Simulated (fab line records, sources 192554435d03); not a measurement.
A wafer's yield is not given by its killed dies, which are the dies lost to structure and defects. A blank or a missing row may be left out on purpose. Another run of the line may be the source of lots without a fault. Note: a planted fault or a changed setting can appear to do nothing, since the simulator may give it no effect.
The tool behind it: which one? :: flow n5-finfet :: 35 wafers from 13 lots sampled at 5 of the route's 1938 steps

WHAT EACH GAUGE READ, for each wafer
No reading from a measuring or inspecting step in the record can be judged against a usual standard deviation.

EACH LOT AND THE TOOL THAT RAN IT (in order: tool; ch and the chambers of the sampled wafers; start)
lot: L617
N5_MOL_CONTACT_COAG_PRE_CLEAN_141: pvd-sputter-01, day 4 20:37
N5_MOL_CONTACT_COAG_SPUTTER_130: pvd-sputter-02, day 4 22:53
N5_MOL_CONTACT_COAG_ALD_27: ald-sin-02 ch 0,3, day 5 00:01
N5_MOL_CONTACT_COAG_CMP_28: cmp-03 ch 0,3, day 5 01:38
N5_PASSIVATION_PROBE_49: prober-02, day 12 01:34

lot: L618
N5_MOL_CONTACT_COAG_PRE_CLEAN_141: pvd-sputter-03, day 5 02:46
N5_MOL_CONTACT_COAG_SPUTTER_130: pvd-sputter-03, day 5 05:58
N5_MOL_CONTACT_COAG_ALD_27: ald-sin-02 ch 0,2,3, day 5 06:58
N5_MOL_CONTACT_COAG_CMP_28: cmp-03 ch 0,2,3, day 5 08:37
N5_PASSIVATION_PROBE_49: prober-02, day 12 06:56

lot: L619
N5_MOL_CONTACT_COAG_PRE_CLEAN_141: pvd-sputter-02, day 5 10:20
N5_MOL_CONTACT_COAG_SPUTTER_130: pvd-sputter-01, day 5 13:36
N5_MOL_CONTACT_COAG_ALD_27: ald-sin-03 ch 0,1,2, day 5 14:36
N5_MOL_CONTACT_COAG_CMP_28: cmp-04 ch 0,1,2, day 5 16:10
N5_PASSIVATION_PROBE_49: prober-01, day 12 13:34

lot: L620
N5_MOL_CONTACT_COAG_PRE_CLEAN_141: pvd-sputter-01, day 5 13:58
N5_MOL_CONTACT_COAG_SPUTTER_130: pvd-sputter-03, day 5 16:04
N5_MOL_CONTACT_COAG_ALD_27: ald-sin-04 ch 0,1,3, day 5 18:10
N5_MOL_CONTACT_COAG_CMP_28: cmp-04 ch 1,2, day 5 19:47
N5_PASSIVATION_PROBE_49: prober-02, day 12 15:10

lot: L621
N5_MOL_CONTACT_COAG_PRE_CLEAN_141: pvd-sputter-03, day 5 21:53
N5_MOL_CONTACT_COAG_SPUTTER_130: pvd-sputter-01, day 6 00:25
N5_MOL_CONTACT_COAG_ALD_27: ald-sin-02 ch 0,2,3, day 6 01:25
N5_MOL_CONTACT_COAG_CMP_28: cmp-03 ch 0,2,3, day 6 02:59
N5_PASSIVATION_PROBE_49: prober-01, day 13 03:18

lot: L625
N5_MOL_CONTACT_COAG_PRE_CLEAN_141: pvd-sputter-02, day 6 20:08
N5_MOL_CONTACT_COAG_SPUTTER_130: pvd-sputter-01, day 6 22:46
N5_MOL_CONTACT_COAG_ALD_27: ald-sin-04 ch 0,3, day 6 23:58
N5_MOL_CONTACT_COAG_CMP_28: cmp-04 ch 0,2, day 7 01:32
N5_PASSIVATION_PROBE_49: prober-01, day 13 16:59

lot: L626
N5_MOL_CONTACT_COAG_PRE_CLEAN_141: pvd-sputter-02, day 7 00:37
N5_MOL_CONTACT_COAG_SPUTTER_130: pvd-sputter-03, day 7 03:01
N5_MOL_CONTACT_COAG_ALD_27: ald-sin-04 ch 0,2, day 7 04:03
N5_MOL_CONTACT_COAG_CMP_28: cmp-01 ch 2,3, day 7 05:44
N5_PASSIVATION_PROBE_49: prober-01, day 14 07:10

lot: L628
N5_MOL_CONTACT_COAG_PRE_CLEAN_141: pvd-sputter-03, day 7 12:41
N5_MOL_CONTACT_COAG_SPUTTER_130: pvd-sputter-01, day 7 14:34
N5_MOL_CONTACT_COAG_ALD_27: ald-sin-04 ch 0,2, day 7 15:34
N5_MOL_CONTACT_COAG_CMP_28: cmp-04 ch 0,2, day 7 17:10
N5_PASSIVATION_PROBE_49: prober-02, day 14 05:25

lot: L631
N5_MOL_CONTACT_COAG_PRE_CLEAN_141: pvd-sputter-02, day 8 15:33
N5_MOL_CONTACT_COAG_SPUTTER_130: pvd-sputter-03, day 8 17:26
N5_MOL_CONTACT_COAG_ALD_27: ald-sin-04 ch 0,2, day 8 18:44
N5_MOL_CONTACT_COAG_CMP_28: cmp-03 ch 1,2, day 8 20:18
N5_PASSIVATION_PROBE_49: prober-01, day 16 02:56

lot: L635
N5_MOL_CONTACT_COAG_PRE_CLEAN_141: pvd-sputter-03, day 9 09:25
N5_MOL_CONTACT_COAG_SPUTTER_130: pvd-sputter-03, day 9 12:45
N5_MOL_CONTACT_COAG_ALD_27: ald-sin-02 ch 0,1,3, day 9 13:55
N5_MOL_CONTACT_COAG_CMP_28: cmp-04 ch 0,3, day 9 15:28
N5_PASSIVATION_PROBE_49: prober-01, day 17 18:27

lot: L637
N5_MOL_CONTACT_COAG_PRE_CLEAN_141: pvd-sputter-01, day 9 21:21
N5_MOL_CONTACT_COAG_SPUTTER_130: pvd-sputter-03, day 10 00:05
N5_MOL_CONTACT_COAG_ALD_27: ald-sin-02 ch 0,3, day 10 01:06
N5_MOL_CONTACT_COAG_CMP_28: cmp-03 ch 1,2,3, day 10 02:42
N5_PASSIVATION_PROBE_49: prober-01, day 18 23:35

lot: L639
N5_MOL_CONTACT_COAG_PRE_CLEAN_141: pvd-sputter-03, day 10 09:55
N5_MOL_CONTACT_COAG_SPUTTER_130: pvd-sputter-01, day 10 11:58
N5_MOL_CONTACT_COAG_ALD_27: ald-sin-03 ch 0,1,3, day 10 12:59
N5_MOL_CONTACT_COAG_CMP_28: cmp-03 ch 0,2,3, day 10 14:41
N5_PASSIVATION_PROBE_49: prober-01, day 19 05:44

lot: L640
N5_MOL_CONTACT_COAG_PRE_CLEAN_141: pvd-sputter-03, day 10 16:00
N5_MOL_CONTACT_COAG_SPUTTER_130: pvd-sputter-01, day 10 18:58
N5_MOL_CONTACT_COAG_ALD_27: ald-sin-03 ch 1,2, day 10 20:01
N5_MOL_CONTACT_COAG_CMP_28: cmp-01 ch 0,1,3, day 10 21:39
N5_PASSIVATION_PROBE_49: prober-02, day 20 05:48
- N5_MOL_CONTACT_COAG_PRE_CLEAN_141: time 60 s.
- N5_MOL_CONTACT_COAG_SPUTTER_130: material Co, target thk 47.5 nm.
- N5_MOL_CONTACT_COAG_ALD_27: deposits SiOC, target thk 17 nm, pulse time 1.5 s, time 2720 s.
- N5_MOL_CONTACT_COAG_CMP_28: polishes, stops on SiNx, t overpolish 0.85 s, target thk 14.522 nm.
- N5_PASSIVATION_PROBE_49

WHAT THE TOOLS THEMSELVES READ (means of the sampled wafers that have a number; where no wafer has one, the mark that the record gives instead)
N5_MOL_CONTACT_COAG_PRE_CLEAN_141.
lot: L617
tool: pvd-sputter-01
heater-power-w (W): 440
susceptor-temp-C (C): 300.11

lot: L618
tool: pvd-sputter-03
heater-power-w (W): 503
susceptor-temp-C (C): 299.92

lot: L619
tool: pvd-sputter-02
heater-power-w (W): 467
susceptor-temp-C (C): 300.05

lot: L620
tool: pvd-sputter-01
heater-power-w (W): 447
susceptor-temp-C (C): 300.08

lot: L621
tool: pvd-sputter-03
heater-power-w (W): 504
susceptor-temp-C (C): 299.88

lot: L625
tool: pvd-sputter-02
heater-power-w (W): 463
susceptor-temp-C (C): 299.99

lot: L626
tool: pvd-sputter-02
heater-power-w (W): 428
susceptor-temp-C (C): 299.81

lot: L628
tool: pvd-sputter-03
heater-power-w (W): 466
susceptor-temp-C (C): 299.73

lot: L631
tool: pvd-sputter-02
heater-power-w (W): 479
susceptor-temp-C (C): 299.93

lot: L635
tool: pvd-sputter-03
heater-power-w (W): 478
susceptor-temp-C (C): 300.04

lot: L637
tool: pvd-sputter-01
heater-power-w (W): 448
susceptor-temp-C (C): 300.16

lot: L639
tool: pvd-sputter-03
heater-power-w (W): 455
susceptor-temp-C (C): 300.01

lot: L640
tool: pvd-sputter-03
heater-power-w (W): 491
susceptor-temp-C (C): 300.04

N5_MOL_CONTACT_COAG_SPUTTER_130.
lot: L617
tool: pvd-sputter-02
chamber-pressure-pa (Pa): 0.4992
susceptor-temp-C (C): 25.15
throttle-valve-pct (%): 30.1

lot: L618
tool: pvd-sputter-03
chamber-pressure-pa (Pa): 0.5009
susceptor-temp-C (C): 25.03
throttle-valve-pct (%): 29.0

lot: L619
tool: pvd-sputter-01
chamber-pressure-pa (Pa): 0.4997
susceptor-temp-C (C): 25.10
throttle-valve-pct (%): 31.1

lot: L620
tool: pvd-sputter-03
chamber-pressure-pa (Pa): 0.5000
susceptor-temp-C (C): 25.12
throttle-valve-pct (%): 28.9

lot: L621
tool: pvd-sputter-01
chamber-pressure-pa (Pa): 0.4996
susceptor-temp-C (C): 25.08
throttle-valve-pct (%): 31.5

lot: L625
tool: pvd-sputter-01
chamber-pressure-pa (Pa): 0.4995
susceptor-temp-C (C): 24.99
throttle-valve-pct (%): 32.0

lot: L626
tool: pvd-sputter-03
chamber-pressure-pa (Pa): 0.5006
susceptor-temp-C (C): 25.02
throttle-valve-pct (%): 28.1

lot: L628
tool: pvd-sputter-01
chamber-pressure-pa (Pa): 0.4991
susceptor-temp-C (C): 24.93
throttle-valve-pct (%): 31.6

lot: L631
tool: pvd-sputter-03
chamber-pressure-pa (Pa): 0.5005
susceptor-temp-C (C): 25.01
throttle-valve-pct (%): 29.0

lot: L635
tool: pvd-sputter-03
chamber-pressure-pa (Pa): 0.4996
susceptor-temp-C (C): 24.97
throttle-valve-pct (%): 28.3

lot: L637
tool: pvd-sputter-03
chamber-pressure-pa (Pa): 0.4987
susceptor-temp-C (C): 24.95
throttle-valve-pct (%): 29.7

lot: L639
tool: pvd-sputter-01
chamber-pressure-pa (Pa): 0.4998
susceptor-temp-C (C): 24.91
throttle-valve-pct (%): 31.6

lot: L640
tool: pvd-sputter-01
chamber-pressure-pa (Pa): 0.5000
susceptor-temp-C (C): 25.03
throttle-valve-pct (%): 31.7

N5_MOL_CONTACT_COAG_ALD_27.
lot: L617
tool: ald-sin-02
heater-power-w (W): 860
precursor-pulse-height-rel: 1.001
run-length-s (s): 2769.7
susceptor-temp-C (C): 400.16

lot: L618
tool: ald-sin-02
heater-power-w (W): 855
precursor-pulse-height-rel: 1.002
run-length-s (s): 2769.4
susceptor-temp-C (C): 399.99

lot: L619
tool: ald-sin-03
heater-power-w (W): 844
precursor-pulse-height-rel: 1.012
run-length-s (s): 2770.4
susceptor-temp-C (C): 400.21

lot: L620
tool: ald-sin-04
heater-power-w (W): 884
precursor-pulse-height-rel: 1.001
run-length-s (s): 2769.7
susceptor-temp-C (C): 399.74

lot: L621
tool: ald-sin-02
heater-power-w (W): 862
precursor-pulse-height-rel: 0.994
run-length-s (s): 2769.5
susceptor-temp-C (C): 400.10

lot: L625
tool: ald-sin-04
heater-power-w (W): 821
precursor-pulse-height-rel: 0.995
run-length-s (s): 2769.5
susceptor-temp-C (C): 400.25

lot: L626
tool: ald-sin-04
heater-power-w (W): 958
precursor-pulse-height-rel: 1.015
run-length-s (s): 2629.8
susceptor-temp-C (C): 400.31

lot: L628
tool: ald-sin-04
heater-power-w (W): 959
precursor-pulse-height-rel: 0.990
run-length-s (s): 2629.9
susceptor-temp-C (C): 400.16

lot: L631
tool: ald-sin-04
heater-power-w (W): 949
precursor-pulse-height-rel: 0.990
run-length-s (s): 2629.7
susceptor-temp-C (C): 400.35

lot: L635
tool: ald-sin-02
heater-power-w (W): 867
precursor-pulse-height-rel: 1.001
run-length-s (s): 2769.7
susceptor-temp-C (C): 400.00

lot: L637
tool: ald-sin-02
heater-power-w (W): 842
precursor-pulse-height-rel: 1.005
run-length-s (s): 2769.5
susceptor-temp-C (C): 399.84

lot: L639
tool: ald-sin-03
heater-power-w (W): 828
precursor-pulse-height-rel: 1.011
run-length-s (s): 2769.9
susceptor-temp-C (C): 400.09

lot: L640
tool: ald-sin-03
heater-power-w (W): 872
precursor-pulse-height-rel: 0.998
run-length-s (s): 2769.9
susceptor-temp-C (C): 399.97

N5_MOL_CONTACT_COAG_CMP_28.
lot: L617
tool: cmp-03
motor-current-A (A): 12.2
pad-life-wafers: 968

lot: L618
tool: cmp-03
motor-current-A (A): 12.5
pad-life-wafers: 1022

lot: L619
tool: cmp-04
motor-current-A (A): 12.1
pad-life-wafers: 1664

lot: L620
tool: cmp-04
motor-current-A (A): 12.6
pad-life-wafers: 1688

lot: L621
tool: cmp-03
motor-current-A (A): 12.1
pad-life-wafers: 1165

lot: L625
tool: cmp-04
motor-current-A (A): 10.4
pad-life-wafers: 1933

lot: L626
tool: cmp-01
motor-current-A (A): 13.2
pad-life-wafers: 945

lot: L628
tool: cmp-04
motor-current-A (A): 11.2
pad-life-wafers: 2042

lot: L631
tool: cmp-03
motor-current-A (A): 10.9
pad-life-wafers: 1652

lot: L635
tool: cmp-04
motor-current-A (A): 9.5
pad-life-wafers: 234

lot: L637
tool: cmp-03
motor-current-A (A): 11.8
pad-life-wafers: 1904

lot: L639
tool: cmp-03
motor-current-A (A): 12.5
pad-life-wafers: 1995

lot: L640
tool: cmp-01
motor-current-A (A): 12.6
pad-life-wafers: 1616

N5_PASSIVATION_PROBE_49.
lot: L617
tool: prober-02
killed_at_M0_to_M3: 30
killed_at_M4_up: 16
killed-at-contacts: 22
killed-at-front-end: 33
killed-at-other: 1.0
killed-dies: 102
killed-on-rim: 13
killed-open: 69
killed-short: 32

lot: L618
tool: prober-02
killed_at_M0_to_M3: 39
killed_at_M4_up: 10
killed-at-contacts: 8
killed-at-front-end: 36
killed-at-other: 2.0
killed-dies: 95
killed-on-rim: 12
killed-open: 65
killed-short: 30

lot: L619
tool: prober-01
killed_at_M0_to_M3: 24
killed_at_M4_up: 13
killed-at-contacts: 13
killed-at-front-end: 55
killed-at-other: 0.3
killed-dies: 106
killed-on-rim: 12
killed-open: 65
killed-short: 39

lot: L620
tool: prober-02
killed_at_M0_to_M3: 34
killed_at_M4_up: 11
killed-at-contacts: 9
killed-at-front-end: 39
killed-at-other: 3.0
killed-dies: 97
killed-on-rim: 12
killed-open: 66
killed-short: 29

lot: L621
tool: prober-01
killed_at_M0_to_M3: 41
killed_at_M4_up: 12
killed-at-contacts: 12
killed-at-front-end: 32
killed-at-other: 0.7
killed-dies: 98
killed-on-rim: 11
killed-open: 59
killed-short: 39

lot: L625
tool: prober-01
killed_at_M0_to_M3: 30
killed_at_M4_up: 10
killed-at-contacts: 7
killed-at-front-end: 47
killed-at-other: 4.3
killed-dies: 98
killed-on-rim: 11
killed-open: 53
killed-short: 43

lot: L626
tool: prober-01
killed_at_M0_to_M3: 23
killed_at_M4_up: 14
killed-at-contacts: 4
killed-at-front-end: 45
killed-at-other: 2.5
killed-dies: 89
killed-on-rim: 12
killed-open: 58
killed-short: 30

lot: L628
tool: prober-02
killed_at_M0_to_M3: 22
killed_at_M4_up: 18
killed-at-contacts: 10
killed-at-front-end: 31
killed-at-other: 2.0
killed-dies: 84
killed-on-rim: 8
killed-open: 55
killed-short: 26

lot: L631
tool: prober-01
killed_at_M0_to_M3: 44
killed_at_M4_up: 15
killed-at-contacts: 18
killed-at-front-end: 71
killed-at-other: 3.0
killed-dies: 151
killed-on-rim: 22
killed-open: 96
killed-short: 54

lot: L635
tool: prober-01
killed_at_M0_to_M3: 27
killed_at_M4_up: 8
killed-at-contacts: 12
killed-at-front-end: 21
killed-at-other: 4.0
killed-dies: 72
killed-on-rim: 8
killed-open: 46
killed-short: 24

lot: L637
tool: prober-01
killed_at_M0_to_M3: 25
killed_at_M4_up: 15
killed-at-contacts: 11
killed-at-front-end: 36
killed-at-other: 2.3
killed-dies: 89
killed-on-rim: 11
killed-open: 65
killed-short: 24

lot: L639
tool: prober-01
killed_at_M0_to_M3: 41
killed_at_M4_up: 12
killed-at-contacts: 10
killed-at-front-end: 57
killed-at-other: 2.0
killed-dies: 121
killed-on-rim: 13
killed-open: 83
killed-short: 37

lot: L640
tool: prober-02
killed_at_M0_to_M3: 31
killed_at_M4_up: 22
killed-at-contacts: 6
killed-at-front-end: 42
killed-at-other: 6.3
killed-dies: 107
killed-on-rim: 14
killed-open: 74
killed-short: 29

THE ANSWER, worked out from the rows above alone
Rule: what is usual is taken from the lots themselves. The widest of any qualifying gaps counts: lots, ordered by their means at a reading, are off when they make up no more than a third of the lots, leave a main group of 4 or more, and stand apart from it by 3 or more times the standard deviation of that group's means. If all means in a main group match to the digits the tables above print for the reading, that group is not used. A lot without any number at a reading at which 4 lots or more have one is off too. Where the step has rows for the other lots, those lots are counted as sound. First the gauges in route order, then the tools' own readings, where a lot's mean is used as printed above. The first step at which some lot is off is used, and at that step the reading that is off furthest; a lot without a number counts as furthest.
Off: L626, L628, L631, at N5_MOL_CONTACT_COAG_ALD_27 (run-length-s). For the main group the mean is 2769.7 s and the standard deviation 0.28.
If a tool, at that step or one of the process steps before it, ran each lot that is off and ran no sound lot following the first of them, it fits. One candidate fits, namely ald-sin-04 at N5_MOL_CONTACT_COAG_ALD_27. A fault onset in the window from L625 (day 6 23:58, its last sound lot) to L626 (day 7 04:03, its first lot off) fits.
The tool's own readings at N5_MOL_CONTACT_COAG_ALD_27 bear it out: on the lots that are off they differ by more than 5 times the standard deviation of the sound lots' means. heater-power-w reads 955 W there against 854 W on the sound lots; run-length-s reads 2629.8 s there against 2769.7 s on the sound lots.

WHAT THE SIMULATOR HAD PUT IN
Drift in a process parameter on ald-sin-04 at N5_MOL_CONTACT_COAG_ALD_27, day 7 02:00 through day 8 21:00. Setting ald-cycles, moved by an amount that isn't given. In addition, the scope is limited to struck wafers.
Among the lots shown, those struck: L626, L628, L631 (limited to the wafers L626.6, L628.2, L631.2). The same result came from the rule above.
